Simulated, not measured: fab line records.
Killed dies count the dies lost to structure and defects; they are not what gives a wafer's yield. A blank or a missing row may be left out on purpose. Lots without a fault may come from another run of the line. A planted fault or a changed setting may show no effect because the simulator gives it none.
fab line records | flow n5_finfet
record: lots: 24 wafers: 72 last_day: 18
route steps=1938 shown BEOL_M3@1020 BEOL_M4@1045
lots that met no fault: taken from a fault-free run of the same line
start_h: hours from the record's first day to the start of the lot's first wafer shown | wait_h: hours elapsed since this lot's preceding step | " same as the row above | L1.1+2: a single row standing in for several wafers | - value missing, or start not given | * or withheld: withheld | < > ~ a bound
route shown NAME@n: names a module that has steps shown in the file, with the first one's number in the route | usual: mean/standard deviation of fault-free wafers | same: alike in all rows | chamber/n: place in a boat | sites: the reading at each site | _std_site: their standard deviation | _edge_site: outer sites' mean less inner sites' | radius_mm: for every site, how far away it sits from the centre of the wafer | mask NAME#n: copy n | behind: the most recent tool/chamber to have shaped the wafer | hold: reason for holding the lot/hours on hold/outcome of the hold | device: the transistor (n, p or np) that didn't switch | end of line: at the end of the route, the tests of the same wafers | step lacking rows: just its recipe | killed: the dies lost at the first sort to structure and to defects; this is not the yield of the wafer | map: shows each die of a wafer: x if killed, . if not, _ if none is there
set.NAME: the setting that was run; set.NAME@STEP: the one run at that earlier step | model.NAME: the simulator's own value behind a step, which no gauge read
steps of the route over a sample of lots; a table a step, a row a wafer
services: when a tool's chamber went out of use (start_h, in hours from the record's first day, below 0 if earlier), for how many hours, and the reason
== steps ==
step: N5_BEOL_M3_INSPECT_59
recipe: inspect_instrument: darkfield mode: post_dep
usual: raw_defect_count: 67/20
columns lot.wafer tool chamber start_h wait_h raw_defect_count
L074.2 defect_inspect-02 - 153.78 0.0 84
L074.3 " - " " 101
L074.5 " - " " 61
L075.1 defect_inspect-01 - 162.18 0.0 60
L075.5 " - " " 92
L075.6 " - " " 42
L076.1 defect_inspect-01 - 164.75 0.0 94
L076.3 " - " " 62
L076.5 " - " " 81
L077.2 defect_inspect-02 - 168.21 0.0 90
L077.5 " - " " 43
L077.6 " - " " 53
L078.3 defect_inspect-02 - 183.24 0.0 76
L078.5 " - " " 112
L078.6 " - " " 43
L079.2 defect_inspect-01 - 187.84 0.0 42
L079.5 " - " " 83
L079.6 " - " " 49
L080.2 defect_inspect-01 - 200.76 0.0 76
L080.3 " - " " 66
L080.6 " - " " 86
L081.1 defect_inspect-02 - 204.02 0.0 84
L081.4 " - " " 40
L081.6 " - " " 97
L082.1 defect_inspect-02 - 204.62 0.0 71
L082.2 " - " " 81
L082.5 " - " " 69
L083.2 defect_inspect-02 - 215.48 0.0 75
L083.5 " - " " 80
L083.6 " - " " 60
L084.1 defect_inspect-01 - 217.87 0.0 79
L084.5 " - " " 81
L084.6 " - " " 76
L085.2 defect_inspect-01 - 222.37 0.0 62
L085.3 " - " " 106
L085.5 " - " " 84
L086.1 defect_inspect-01 - 237.73 0.0 66
L086.5 " - " " 64
L086.6 " - " " 28
L087.2 defect_inspect-01 - 244.01 0.0 67
L087.3 " - " " 46
L087.5 " - " " 48
L089.1 defect_inspect-02 - 252.65 0.0 63
L089.2 " - " " 56
L089.5 " - " " 59
L091.1 defect_inspect-01 - 261.23 0.0 52
L091.2 " - " " 69
L091.5 " - " " 44
L088.1 defect_inspect-02 - 263.42 0.0 69
L088.3 " - " " 57
L088.5 " - " " 64
L090.1 defect_inspect-01 - 266.25 0.0 43
L090.3 " - " " 66
L090.4 " - " " 49
L092.1 defect_inspect-01 - 270.54 0.0 55
L092.2 " - " " 158
L092.3 " - " " 82
L095.2 defect_inspect-01 - 281.76 0.0 73
L095.3 " - " " 71
L095.4 " - " " 24
L094.2 defect_inspect-02 - 291.41 0.0 96
L094.4 " - " " 55
L094.5 " - " " 52
L093.1 defect_inspect-01 - 298.80 0.0 54
L093.4 " - " " 58
L093.5 " - " " 89
L096.2 defect_inspect-01 - 307.87 0.0 52
L096.3 " - " " 55
L096.6 " - " " 64
L097.1 defect_inspect-02 - 317.50 0.0 56
L097.5 " - " " 56
L097.6 " - " " 33
step: N5_BEOL_M4_STRIP_19
recipe: chemistry: O2 power_w: 400 temp_c: 40 pressure_mtorr: 30 rf_frequency_hz: 6e+07 bias_power_w: 0 overash_fraction: 0.2 o2_flow_sccm: 225
usual: drypump_motor_current_A: 5.6/0.51 oes_product_au: 0.84/0.09 rf_vpp_V: 3.7/0.58 showerhead_plenum_p_Torr: 2.10/0.084 throttle_valve_pct: 16.57/0.21
columns lot.wafer tool chamber start_h wait_h drypump_motor_current_A oes_product_au rf_hours_counter_h rf_vpp_V showerhead_plenum_p_Torr throttle_valve_pct
L074.2 rie_diel-06 3 156.54 0.2 5.3 0.94 10 3.3 2.07 16.24
L074.3 " 2 " " 5.5 0.86 54 2.4 2.13 16.89
L074.5 " 3 " " 5.2 0.94 - 3.4 2.07 16.25
L075.1 rie_diel-02 2 164.15 0.1 5.4 0.98 3 2.5 2.24 16.51
L075.5 " 0 " " 5.6 0.73 - 3.2 2.00 16.77
L075.6 " 3 " " 6.5 0.69 - 4.1 1.97 16.36
L076.1 rie_diel-01 0 168.66 0.3 6.0 0.78 120 3.0 2.09 16.55
L076.3 " 1 " " 6.7 0.99 3 4.4 2.06 16.64
L076.5 " 3 " " 6.1 0.93 - 3.1 2.08 16.72
L077.2 rie_diel-01 3 169.81 0.1 6.1 0.92 14 3.7 2.08 16.73
L077.5 " 1 " " 6.7 0.98 - 4.2 2.06 16.64
L077.6 " 3 " " 6.1 0.93 - 3.2 2.08 16.72
L078.3 rie_diel-02 3 186.46 0.1 6.5 0.69 211 4.3 1.97 16.37
L078.5 " 1 " " 5.4 0.67 - 3.2 1.97 16.75
L078.6 " 2 " " 5.4 0.96 - 3.1 2.24 16.53
L079.2 rie_diel-02 2 190.80 0.1 5.4 0.95 11 4.0 2.24 16.54
L079.5 " 1 " " 5.4 0.67 - 3.1 1.97 16.75
L079.6 " 2 " " 5.4 0.95 - 3.2 2.24 16.52
L080.2 rie_diel-06 0 203.62 0.1 5.5 0.94 13 4.1 2.24 16.52
L080.3 " 2 " " 5.5 0.84 68 3.9 2.12 16.92
L080.6 " 0 " " 5.5 0.95 - 3.6 2.24 16.51
L081.1 rie_diel-06 0 205.32 0.1 5.5 0.95 14 2.9 2.24 16.53
L081.4 " 1 " " 4.9 0.80 131 4.3 2.10 16.48
L081.6 " 3 " " 5.3 0.91 - 4.0 2.06 16.29
L082.1 rie_diel-06 1 207.93 0.2 4.9 0.80 132 2.8 2.10 16.46
L082.2 " 2 " " 5.5 0.85 69 5.3 2.12 16.92
L082.5 " 3 " " 5.3 0.91 - 4.5 2.06 16.29
L083.2 rie_diel-06 3 218.62 0.2 5.2 0.89 30 4.3 2.06 16.30
L083.5 " 1 " " 4.9 0.79 - 3.4 2.10 16.48
L083.6 " 0 " " 5.5 0.94 - 3.7 2.24 16.54
L084.1 rie_diel-06 2 220.88 0.1 5.5 0.84 70 3.8 2.12 16.91
L084.5 " 0 " " 5.5 0.93 - 3.4 2.24 16.54
L084.6 " 3 " " 5.3 0.89 - 3.7 2.06 16.29
L085.2 rie_diel-02 3 224.48 0.1 6.5 0.67 225 3.9 1.96 16.41
L085.3 " 0 " " 5.6 0.70 202 2.9 1.99 16.81
L085.5 " 2 " " 5.4 0.92 - 3.8 2.24 16.56
L086.1 rie_diel-01 0 240.06 0.1 6.0 0.76 140 3.6 2.08 16.58
L086.5 " 2 " " 5.2 0.93 - 2.8 2.06 16.20
L086.6 " 3 " " 6.1 0.88 - 3.6 2.07 16.76
L087.2 rie_diel-06 1 245.69 0.1 4.9 0.78 144 3.2 2.10 16.49
L087.3 " 3 " " 5.3 0.89 39 3.4 2.06 16.30
L087.5 " 2 " " 5.5 0.83 - 3.1 2.12 16.94
L089.1 rie_diel-01 1 255.56 0.1 6.7 0.89 32 3.6 2.05 16.69
L089.2 " 0 " " 6.0 0.76 147 3.4 2.08 16.59
L089.5 " 1 " " 6.7 0.89 - 3.9 2.05 16.69
L091.1 rie_diel-06 3 262.57 0.1 5.3 0.88 46 4.1 2.05 16.33
L091.2 " 2 " " 5.5 0.82 85 4.3 2.12 16.96
L091.5 " 1 " " 4.9 0.77 - 4.9 2.10 16.49
L088.1 rie_diel-06 3 267.02 0.2 5.3 0.87 47 3.0 2.05 16.32
L088.3 " 0 " " 5.5 0.90 34 4.0 2.24 16.55
L088.5 " 3 " " 5.3 0.87 - 3.9 2.05 16.33
L090.1 rie_diel-06 1 267.60 0.1 4.9 0.78 151 3.5 2.10 16.49
L090.3 " 2 " " 5.5 0.82 86 3.1 2.12 16.95
L090.4 " 3 " " 5.3 0.86 47 4.4 2.05 16.31
L092.1 rie_diel-02 1 273.48 0.1 5.3 0.95 8 4.5 2.23 16.35
L092.2 " 3 " " 6.5 0.66 245 3.9 1.96 16.44
L092.3 " 0 " " 5.6 0.69 220 3.6 1.99 16.83
L095.2 rie_diel-06 1 283.65 0.1 4.9 0.77 156 4.3 2.10 16.51
L095.3 " 0 " " 5.5 0.89 39 3.7 2.23 16.57
L095.4 " 2 " " 5.5 0.81 92 3.9 2.12 16.97
L094.2 rie_diel-01 2 295.13 0.1 5.1 0.89 41 3.2 2.05 16.24
L094.4 " 1 " " 6.7 0.86 47 3.1 2.04 16.72
L094.5 " 1 " " 6.7 0.86 - 3.5 2.04 16.71
L093.1 rie_diel-02 1 302.47 0.1 5.4 0.93 16 4.2 2.23 16.37
L093.4 " 2 " " 5.4 0.87 - 2.6 2.23 16.63
L093.5 " 1 " " 5.4 0.91 - 3.5 2.23 16.36
L096.2 rie_diel-01 0 311.00 0.1 6.0 0.74 166 3.2 2.07 16.63
L096.3 " 2 " " 5.2 0.89 47 3.1 2.05 16.25
L096.6 " 3 " " 6.1 0.84 - 4.0 2.06 16.81
L097.1 rie_diel-01 3 319.33 0.1 6.1 0.85 64 2.5 2.06 16.80
L097.5 " 3 " " 6.1 0.84 - 3.4 2.06 16.80
L097.6 " 0 " " 6.0 0.74 - 4.2 2.07 16.64
step: N5_BEOL_M4_CD_MEAS_28
recipe: target_cd_nm: 26.2 landing_energy_ev: 500 detector: se_inlens target_cd_y_nm: 24.1 polarity: opening
usual: cd_nm: 26.14/0.26
columns lot.wafer tool chamber start_h wait_h cd_nm
L074.2 cd_sem-01 0 157.05 - 26.25
L074.3 " 0 " " 25.78
L074.5 " 0 " " 25.95
L075.1 cd_sem-01 0 164.66 - 26.10
L075.5 " 0 " " 25.92
L075.6 " 0 " " 26.05
L076.1 cd_sem-02 0 169.17 - 25.85
L076.3 " 0 " " 25.70
L076.5 " 0 " " 25.93
L077.2 cd_sem-01 0 170.21 - 26.40
L077.5 " 0 " " 25.89
L077.6 " 0 " " 25.85
L078.3 cd_sem-01 0 186.97 - 26.06
L078.5 " 0 " " 26.48
L078.6 " 0 " " 26.09
L079.2 cd_sem-03 0 191.32 - 25.90
L079.5 " 0 " " 25.94
L079.6 " 0 " " 25.80
L080.2 cd_sem-01 0 204.13 - 26.03
L080.3 " 0 " " 25.94
L080.6 " 0 " " 25.68
L081.1 cd_sem-03 0 205.71 - 26.16
L081.4 " 0 " " 26.25
L081.6 " 0 " " 25.78
L082.1 cd_sem-03 0 208.44 - 26.15
L082.2 " 0 " " 26.10
L082.5 " 0 " " 26.27
L083.2 cd_sem-01 0 219.14 - 26.04
L083.5 " 0 " " 26.52
L083.6 " 0 " " 26.64
L084.1 cd_sem-02 0 221.39 - 26.28
L084.5 " 0 " " 25.61
L084.6 " 0 " " 25.36
L085.2 cd_sem-02 0 225.00 - 26.38
L085.3 " 0 " " 26.28
L085.5 " 0 " " 26.45
L086.1 cd_sem-02 0 240.45 - 26.09
L086.5 " 0 " " 26.11
L086.6 " 0 " " 25.97
L087.2 cd_sem-02 0 246.08 - 26.23
L087.3 " 0 " " 26.36
L087.5 " 0 " " 26.33
L089.1 cd_sem-02 0 255.95 - 26.12
L089.2 " 0 " " 25.93
L089.5 " 0 " " 26.47
L091.1 cd_sem-02 0 263.09 - 26.04
L091.2 " 0 " " 26.35
L091.5 " 0 " " 26.23
L088.1 cd_sem-03 0 267.53 - 26.40
L088.3 " 0 " " 26.48
L088.5 " 0 " " 26.57
L090.1 cd_sem-03 0 267.99 - 26.39
L090.3 " 0 " " 26.00
L090.4 " 0 " " 26.08
L092.1 cd_sem-03 0 273.99 - 25.87
L092.2 " 0 " " 26.06
L092.3 " 0 " " 26.38
L095.2 cd_sem-03 0 284.04 - 25.38
L095.3 " 0 " " 26.24
L095.4 " 0 " " 26.22
L094.2 cd_sem-02 0 295.64 - 25.67
L094.4 " 0 " " 25.93
L094.5 " 0 " " 25.86
L093.1 cd_sem-03 0 303.00 - 26.33
L093.4 " 0 " " 26.15
L093.5 " 0 " " 25.73
L096.2 cd_sem-02 0 311.52 - 26.15
L096.3 " 0 " " 26.05
L096.6 " 0 " " 26.18
L097.1 cd_sem-03 0 319.85 - 26.29
L097.5 " 0 " " 25.73
L097.6 " 0 " " 25.92
step: N5_BEOL_M4_SURFACE_TREAT_85
recipe: gas: Ar time_s: * ion_energy_ev: * ion_current_ma_cm2: 0.5 pressure_mtorr: * ar_flow_sccm: 30
usual: throttle_valve_pct: *
columns lot.wafer tool chamber start_h wait_h throttle_valve_pct
L074.2 pvd_sputter-03 - 169.62 0.2 *
L074.3 " - " " *
L074.5 " - " " *
L075.1 pvd_sputter-02 - 172.34 0.1 *
L075.5 " - " " *
L075.6 " - " " *
L076.1 pvd_sputter-02 - 176.48 0.1 *
L076.3 " - " " *
L076.5 " - " " *
L077.2 pvd_sputter-02 - 178.36 1.7 *
L077.5 " - " " *
L077.6 " - " " *
L078.3 pvd_sputter-02 - 192.31 0.2 *
L078.5 " - " " *
L078.6 " - " " *
L079.2 pvd_sputter-02 - 197.14 0.2 *
L079.5 " - " " *
L079.6 " - " " *
L081.1 pvd_sputter-02 - 210.19 0.1 *
L081.4 " - " " *
L081.6 " - " " *
L080.2 pvd_sputter-03 - 214.37 0.4 *
L080.3 " - " " *
L080.6 " - " " *
L082.1 pvd_sputter-01 - 217.10 0.2 *
L082.2 " - " " *
L082.5 " - " " *
L083.2 pvd_sputter-02 - 220.78 0.2 *
L083.5 " - " " *
L083.6 " - " " *
L084.1 pvd_sputter-01 - 224.06 0.2 *
L084.5 " - " " *
L084.6 " - " " *
L085.2 pvd_sputter-03 - 234.74 0.1 *
L085.3 " - " " *
L085.5 " - " " *
L086.1 pvd_sputter-03 - 243.90 0.2 *
L086.5 " - " " *
L086.6 " - " " *
L087.2 pvd_sputter-03 - 250.46 0.8 *
L087.3 " - " " *
L087.5 " - " " *
L089.1 pvd_sputter-02 - 266.96 0.2 *
L089.2 " - " " *
L089.5 " - " " *
L091.1 pvd_sputter-01 - 269.78 0.2 *
L091.2 " - " " *
L091.5 " - " " *
L090.1 pvd_sputter-03 - 273.22 0.2 *
L090.3 " - " " *
L090.4 " - " " *
L088.1 pvd_sputter-03 - 275.44 1.9 *
L088.3 " - " " *
L088.5 " - " " *
L092.1 pvd_sputter-03 - 282.60 0.2 *
L092.2 " - " " *
L092.3 " - " " *
L095.2 pvd_sputter-03 - 291.68 0.3 *
L095.3 " - " " *
L095.4 " - " " *
L094.2 pvd_sputter-01 - 301.92 0.1 *
L094.4 " - " " *
L094.5 " - " " *
L093.1 pvd_sputter-02 - 314.13 0.2 *
L093.4 " - " " *
L093.5 " - " " *
L096.2 pvd_sputter-02 - 319.50 0.1 *
L096.3 " - " " *
L096.6 " - " " *
L097.1 pvd_sputter-02 - 332.06 0.1 *
L097.5 " - " " *
L097.6 " - " " *
step: N5_BEOL_M4_ANNEAL_82
recipe: temp_c: 400 time_s: 240 ambient: vacuum
usual: heater_power_w: 789/87 susceptor_temp_C_max: 401.2/0.45
columns lot.wafer tool chamber start_h wait_h heater_power_w susceptor_temp_C_max
L074.2 pvd_sputter-01 - 170.39 0.0 730 400.7
L074.3 " - " " 852 401.2
L074.5 " - " " 726 401.3
L075.1 pvd_sputter-01 - 173.15 0.0 845 400.6
L075.5 " - " " 893 400.8
L075.6 " - " " 886 400.6
L076.1 pvd_sputter-03 - 177.31 0.0 788 401.3
L076.3 " - " " 792 401.5
L076.5 " - " " 814 401.4
L077.2 pvd_sputter-03 - 179.15 0.0 781 401.4
L077.5 " - " " 722 401.1
L077.6 " - " " 693 401.2
L078.3 pvd_sputter-01 - 194.61 0.0 917 400.5
L078.5 " - " " 739 400.9
L078.6 " - " " 723 401.1
L079.2 pvd_sputter-03 - 198.04 0.0 706 401.9
L079.5 " - " " 710 401.6
L079.6 " - " " 715 401.4
L081.1 pvd_sputter-01 - 211.11 0.0 705 400.7
L081.4 " - " " 885 400.7
L081.6 " - " " 712 401.1
L080.2 pvd_sputter-02 - 215.30 0.0 845 400.7
L080.3 " - " " 886 401.3
L080.6 " - " " 1021 400.9
L082.1 pvd_sputter-01 - 217.84 0.0 711 400.5
L082.2 " - " " 713 401.2
L082.5 " - " " 884 400.9
L083.2 pvd_sputter-01 - 221.84 0.0 875 400.9
L083.5 " - " " 879 400.4
L083.6 " - " " 720 401.4
L084.1 pvd_sputter-03 - 224.83 0.0 682 402.1
L084.5 " - " " 689 401.6
L084.6 " - " " 733 401.5
L085.2 pvd_sputter-02 - 235.56 0.0 771 402.0
L085.3 " - " " 890 401.5
L085.5 " - " " 897 400.8
L086.1 pvd_sputter-03 - 244.64 0.0 717 401.3
L086.5 " - " " 725 401.3
L086.6 " - " " 807 401.8
L087.2 pvd_sputter-03 - 251.20 0.0 730 400.8
L087.3 " - " " 707 401.8
L087.5 " - " " 779 400.7
L089.1 pvd_sputter-01 - 267.74 0.0 917 400.6
L089.2 " - " " 868 400.7
L089.5 " - " " 865 400.9
L091.1 pvd_sputter-01 - 270.76 0.0 887 400.8
L091.2 " - " " 731 400.6
L091.5 " - " " 703 400.5
L090.1 pvd_sputter-03 - 274.12 0.0 776 401.9
L090.3 " - " " 713 401.1
L090.4 " - " " 701 401.5
L088.1 pvd_sputter-03 - 276.32 0.0 768 401.1
L088.3 " - " " 719 400.7
L088.5 " - " " 805 401.1
L092.1 pvd_sputter-03 - 283.78 0.0 804 401.2
L092.2 " - " " 722 401.1
L092.3 " - " " 773 400.8
L095.2 pvd_sputter-01 - 292.48 0.0 721 401.1
L095.3 " - " " 702 400.7
L095.4 " - " " 917 400.7
L094.2 pvd_sputter-03 - 302.73 0.0 691 402.0
L094.4 " - " " 814 401.3
L094.5 " - " " 703 401.9
L093.1 pvd_sputter-02 - 314.93 0.0 743 401.2
L093.4 " - " " 1095 401.0
L093.5 " - " " 1041 401.0
L096.2 pvd_sputter-03 - 320.49 0.0 708 402.1
L096.3 " - " " 770 401.2
L096.6 " - " " 718 401.3
L097.1 pvd_sputter-02 - 336.71 0.0 882 401.3
L097.5 " - " " 886 401.4
L097.6 " - " " 759 401.7
step: N5_BEOL_M4_ANNEAL_93
recipe: temp_c: 400 time_s: 240 ambient: vacuum
usual: heater_power_w: 789/88 susceptor_temp_C_max: 401.1/0.47
columns lot.wafer tool chamber start_h wait_h heater_power_w susceptor_temp_C_max
L074.2 pvd_sputter-01 - 171.27 0.0 704 400.8
L074.3 " - " " 893 400.8
L074.5 " - " " 727 401.9
L075.1 pvd_sputter-01 - 174.03 0.0 893 401.0
L075.5 " - " " 882 400.4
L075.6 " - " " 894 400.8
L076.1 pvd_sputter-03 - 178.19 0.0 801 401.7
L076.3 " - " " 767 401.0
L076.5 " - " " 796 401.3
L077.2 pvd_sputter-03 - 180.03 0.0 759 401.5
L077.5 " - " " 708 401.5
L077.6 " - " " 713 402.0
L078.3 pvd_sputter-01 - 195.49 0.0 905 400.9
L078.5 " - " " 733 400.6
L078.6 " - " " 717 401.1
L079.2 pvd_sputter-03 - 198.92 0.0 692 402.0
L079.5 " - " " 700 401.8
L079.6 " - " " 724 400.9
L081.1 pvd_sputter-01 - 211.99 0.0 717 400.9
L081.4 " - " " 871 400.8
L081.6 " - " " 717 401.3
L080.2 pvd_sputter-02 - 216.18 0.0 839 400.4
L080.3 " - " " 873 401.2
L080.6 " - " " 1065 401.8
L082.1 pvd_sputter-01 - 218.72 0.0 732 400.4
L082.2 " - " " 716 401.0
L082.5 " - " " 840 400.4
L083.2 pvd_sputter-01 - 222.72 0.0 867 400.2
L083.5 " - " " 906 400.8
L083.6 " - " " 722 401.6
L084.1 pvd_sputter-03 - 225.71 0.0 699 402.7
L084.5 " - " " 717 401.6
L084.6 " - " " 708 401.4
L085.2 pvd_sputter-02 - 236.44 0.0 732 401.8
L085.3 " - " " 865 401.3
L085.5 " - " " 888 401.6
L086.1 pvd_sputter-03 - 245.52 0.0 710 401.4
L086.5 " - " " 689 401.8
L086.6 " - " " 801 401.3
L087.2 pvd_sputter-03 - 252.08 0.0 722 401.4
L087.3 " - " " 702 402.3
L087.5 " - " " 762 401.2
L089.1 pvd_sputter-01 - 268.62 0.0 872 400.5
L089.2 " - " " 866 401.0
L089.5 " - " " 883 400.8
L091.1 pvd_sputter-01 - 271.64 0.0 852 401.1
L091.2 " - " " 730 401.1
L091.5 " - " " 710 400.9
L090.1 pvd_sputter-03 - 275.00 0.0 754 401.1
L090.3 " - " " 712 400.6
L090.4 " - " " 700 401.7
L088.1 pvd_sputter-03 - 277.20 0.0 787 400.8
L088.3 " - " " 725 401.2
L088.5 " - " " 812 401.5
L092.1 pvd_sputter-03 - 284.66 0.0 814 400.9
L092.2 " - " " 738 401.1
L092.3 " - " " 778 400.8
L095.2 pvd_sputter-01 - 293.36 0.0 730 401.3
L095.3 " - " " 712 401.0
L095.4 " - " " 917 400.2
L094.2 pvd_sputter-03 - 303.61 0.0 693 401.5
L094.4 " - " " 792 401.7
L094.5 " - " " 708 401.7
L093.1 pvd_sputter-02 - 315.81 0.0 758 401.9
L093.4 " - " " 1079 401.3
L093.5 " - " " 1006 401.6
L096.2 pvd_sputter-03 - 321.37 0.0 725 401.7
L096.3 " - " " 775 401.4
L096.6 " - " " 710 400.7
L097.1 pvd_sputter-02 - 337.59 0.0 877 401.0
L097.5 " - " " 873 400.6
L097.6 " - " " 761 401.8
== services ==
columns tool chamber start_h hours kind
rie_diel-02 2 139.13 - clean
rie_diel-02 2 139.13 - consumable_replace:focus_ring
rie_diel-02 2 139.13 - consumable_replace:showerhead
rie_diel-01 1 141.67 - clean
rie_diel-01 1 141.67 - consumable_replace:focus_ring
rie_diel-01 1 141.67 20.2 scheduled_down
rie_diel-01 1 141.67 20.2 vent_cycle
rie_diel-06 0 141.86 - clean
rie_diel-06 0 141.86 - consumable_replace:focus_ring
rie_diel-06 0 141.86 - consumable_replace:showerhead
rie_diel-06 0 141.86 17.7 scheduled_down
rie_diel-06 0 141.86 17.7 vent_cycle
rie_diel-02 3 143.67 19.0 repair
pvd_sputter-02 - 157.68 14.3 repair
rie_diel-01 2 162.14 - clean
rie_diel-01 2 162.14 - consumable_replace:focus_ring
rie_diel-01 2 162.14 15.7 scheduled_down
rie_diel-01 2 162.14 15.7 vent_cycle
pvd_sputter-02 - 207.32 1.6 repair
rie_diel-02 1 209.60 1.2 repair
rie_diel-06 2 212.80 6.6 repair
rie_diel-01 0 231.78 6.0 repair
rie_diel-02 0 262.90 4.5 repair
rie_diel-06 0 323.70 2.2 repair
== key ==
fault none
